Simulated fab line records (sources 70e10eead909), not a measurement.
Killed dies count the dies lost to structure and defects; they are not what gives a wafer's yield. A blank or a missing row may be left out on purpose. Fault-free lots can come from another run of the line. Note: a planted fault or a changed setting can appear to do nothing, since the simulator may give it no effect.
A sampling plan put to the test -- flow nand harc -- one line in one fab, 20 faults in these records, each fault weighed on the records of the lots it struck
The line's own looks make up the plan; these are the steps of the route where a gauge or inspection reads the wafer and leaves it unchanged. Where struck wafers have a number at a look and the file lists that look's usual mean and standard deviation on fault-free wafers, the look can be judged. Caught: 4 or more of those standard deviations (sigma) separate the usual mean from the mean of the struck wafers at a look after the fault's first step. On the tool: the fault's steps, tested the same way using the tool's own readings. It also counts as caught if the struck wafers ran another recipe or if their record alone is blank.

THE FAULTS, as the simulator had put them in
1. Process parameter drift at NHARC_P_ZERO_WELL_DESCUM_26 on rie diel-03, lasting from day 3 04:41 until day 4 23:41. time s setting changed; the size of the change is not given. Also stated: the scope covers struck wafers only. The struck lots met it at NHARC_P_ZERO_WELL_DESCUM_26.
2. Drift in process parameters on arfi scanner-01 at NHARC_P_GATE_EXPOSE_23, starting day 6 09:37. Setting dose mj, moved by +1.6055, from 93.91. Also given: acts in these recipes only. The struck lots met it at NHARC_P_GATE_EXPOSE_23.
3. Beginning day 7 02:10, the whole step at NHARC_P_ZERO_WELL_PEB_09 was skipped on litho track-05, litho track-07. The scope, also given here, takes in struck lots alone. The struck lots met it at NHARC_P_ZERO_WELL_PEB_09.
4. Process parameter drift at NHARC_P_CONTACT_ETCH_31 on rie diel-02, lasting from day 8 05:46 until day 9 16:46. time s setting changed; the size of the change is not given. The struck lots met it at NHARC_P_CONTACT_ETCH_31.
5. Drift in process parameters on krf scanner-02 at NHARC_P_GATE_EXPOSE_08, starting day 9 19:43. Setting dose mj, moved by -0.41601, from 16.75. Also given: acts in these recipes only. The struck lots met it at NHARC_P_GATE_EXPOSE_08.
6. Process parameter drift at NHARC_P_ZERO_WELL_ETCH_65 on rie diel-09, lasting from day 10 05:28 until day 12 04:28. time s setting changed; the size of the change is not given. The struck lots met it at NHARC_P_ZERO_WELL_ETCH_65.
7. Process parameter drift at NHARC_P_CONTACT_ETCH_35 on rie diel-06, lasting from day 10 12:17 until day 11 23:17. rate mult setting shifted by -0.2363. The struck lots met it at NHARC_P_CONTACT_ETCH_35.
8. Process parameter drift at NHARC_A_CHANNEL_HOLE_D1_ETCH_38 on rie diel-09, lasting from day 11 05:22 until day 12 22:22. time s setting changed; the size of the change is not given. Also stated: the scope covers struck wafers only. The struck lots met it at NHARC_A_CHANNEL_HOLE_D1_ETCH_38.
9. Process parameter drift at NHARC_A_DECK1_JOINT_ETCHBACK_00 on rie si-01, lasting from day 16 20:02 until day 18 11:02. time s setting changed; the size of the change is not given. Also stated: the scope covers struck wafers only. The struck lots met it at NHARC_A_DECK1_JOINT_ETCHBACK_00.
10. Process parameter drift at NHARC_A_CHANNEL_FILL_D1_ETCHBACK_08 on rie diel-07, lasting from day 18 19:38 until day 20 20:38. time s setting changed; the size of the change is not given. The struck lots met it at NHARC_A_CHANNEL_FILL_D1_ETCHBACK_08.
11. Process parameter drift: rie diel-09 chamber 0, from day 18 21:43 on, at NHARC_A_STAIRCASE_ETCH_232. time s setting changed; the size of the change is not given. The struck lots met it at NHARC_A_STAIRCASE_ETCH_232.
12. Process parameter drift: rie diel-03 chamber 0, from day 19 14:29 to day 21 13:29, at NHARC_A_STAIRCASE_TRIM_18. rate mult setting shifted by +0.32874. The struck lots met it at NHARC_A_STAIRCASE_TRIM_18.
13. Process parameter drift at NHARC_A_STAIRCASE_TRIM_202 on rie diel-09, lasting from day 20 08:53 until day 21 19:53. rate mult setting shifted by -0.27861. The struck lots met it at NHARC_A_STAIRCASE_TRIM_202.
14. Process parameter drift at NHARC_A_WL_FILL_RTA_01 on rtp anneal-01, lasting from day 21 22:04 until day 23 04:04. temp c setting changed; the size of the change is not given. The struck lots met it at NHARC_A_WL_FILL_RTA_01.
15. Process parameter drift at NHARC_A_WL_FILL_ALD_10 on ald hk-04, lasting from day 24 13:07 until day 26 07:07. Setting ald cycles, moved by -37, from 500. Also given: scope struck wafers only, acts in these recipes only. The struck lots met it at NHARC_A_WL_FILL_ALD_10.
16. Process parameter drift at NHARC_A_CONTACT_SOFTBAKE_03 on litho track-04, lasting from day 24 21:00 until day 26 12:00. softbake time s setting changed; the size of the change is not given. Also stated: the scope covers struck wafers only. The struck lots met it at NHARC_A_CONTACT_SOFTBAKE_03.
17. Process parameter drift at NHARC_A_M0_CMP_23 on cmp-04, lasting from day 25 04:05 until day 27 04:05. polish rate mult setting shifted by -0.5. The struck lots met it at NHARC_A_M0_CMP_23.
18. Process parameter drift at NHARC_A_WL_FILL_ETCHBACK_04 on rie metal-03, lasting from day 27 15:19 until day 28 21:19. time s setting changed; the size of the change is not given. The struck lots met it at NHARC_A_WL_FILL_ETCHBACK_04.
19. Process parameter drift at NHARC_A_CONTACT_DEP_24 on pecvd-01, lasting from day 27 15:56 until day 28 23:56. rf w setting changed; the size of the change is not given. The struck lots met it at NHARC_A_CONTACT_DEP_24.
20. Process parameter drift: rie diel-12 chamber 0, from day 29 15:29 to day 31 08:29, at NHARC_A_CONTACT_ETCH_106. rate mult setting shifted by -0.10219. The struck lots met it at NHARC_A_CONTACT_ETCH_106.

WHAT THE PLAN SAW
fault,on the tool itself,first look that catches it,"reading, sigma",median hours from its first step to that look,hours from the fault's start to the first struck lot there,judged looks passed uncaught
1,only faintly: run length s +3.4 sigma,none of the 3 looks that can be judged after it,-,-,-,3
2,exposure dose mJ cm2 +18 sigma,not the one look that can be judged after it,-,-,-,1
3,the tool's record is blank for the struck wafers,no look after it can be judged,-,-,-,0
4,run length s -87 sigma,not the one look that can be judged after it,-,-,-,1
5,exposure dose mJ cm2 -23 sigma,no look after it can be judged,-,-,-,0
6,run length s +6.6 sigma,not the one look that can be judged after it,-,-,-,1
7,oes product au -15 sigma,not the one look that can be judged after it,-,-,-,1
8,run length s -28 sigma,not the one look that can be judged after it,-,-,-,1
9,run length s -19 sigma,no look after it can be judged,-,-,-,0
10,run length s +99 or beyond sigma,no look after it can be judged,-,-,-,0
11,run length s -28 sigma,no look after it can be judged,-,-,-,0
12,oes product au +19 sigma,NHARC_END_SORT_01,killed at array +33,203.4,214,0
13,oes product au -13 sigma,NHARC_END_SORT_01,killed at array +12,197.7,195,0
14,wafer_temp_C_max -56 sigma,no look after it can be judged,-,-,-,0
15,under 2 sigma,no look after it can be judged,-,-,-,0
16,heater power total W +99 or beyond sigma,not the one look that can be judged after it,-,-,-,1
17,only faintly: time to endpoint s +2.9 sigma,NHARC_A_M0_INSPECT_27,raw defect count +19,0.5,14,0
18,run length s -29 sigma,no look after it can be judged,-,-,-,0
19,rf fwd power W -99 or beyond sigma,none of the 2 looks that can be judged after it,-,-,-,2
20,oes product au -7.1 sigma,NHARC_END_SORT_01,killed at array +28,58.6,65,0
A dash: this means the fault isn't caught or the number doesn't appear in these records.

Caught at a look: 4 of 20. Caught on the tool: 17 of 20. By one or the other: 18 of 20.
Caught on the tool alone: faults 2, 3, 4, 5, 6, 7, 8, 9, 10, 11, 14, 16, 18, 19.
Caught at a look alone: fault 17.
Caught by neither: faults 1, 15.

THINNER SAMPLING
Were the look that catches a fault to measure just every second or every third lot (counted by lot number), the first struck lot would, at worst, be measured this late:
fault,"struck lots at that look, in order of time",every lot,every second lot,every third lot
12,L850,214 h,may miss it,may miss it
13,"L993, L994, L995",195 h,214 h,215 h
17,"L250, L251, L253",14 h,31 h,may miss all 3
20,L727,65 h,may miss it,may miss it
Hours count from the start of the fault until the first struck lot that is measured. The limit of 4 sigma was tested on all struck wafers together, so one lot alone may lie under it. Other struck lots may not be in these records.

THE LONGEST TIMED WAY FROM STEP TO LOOK
Fault 12: a median of 203.4 hours passes between NHARC_A_STAIRCASE_TRIM_18 and NHARC_END_SORT_01. No look between them can be judged.
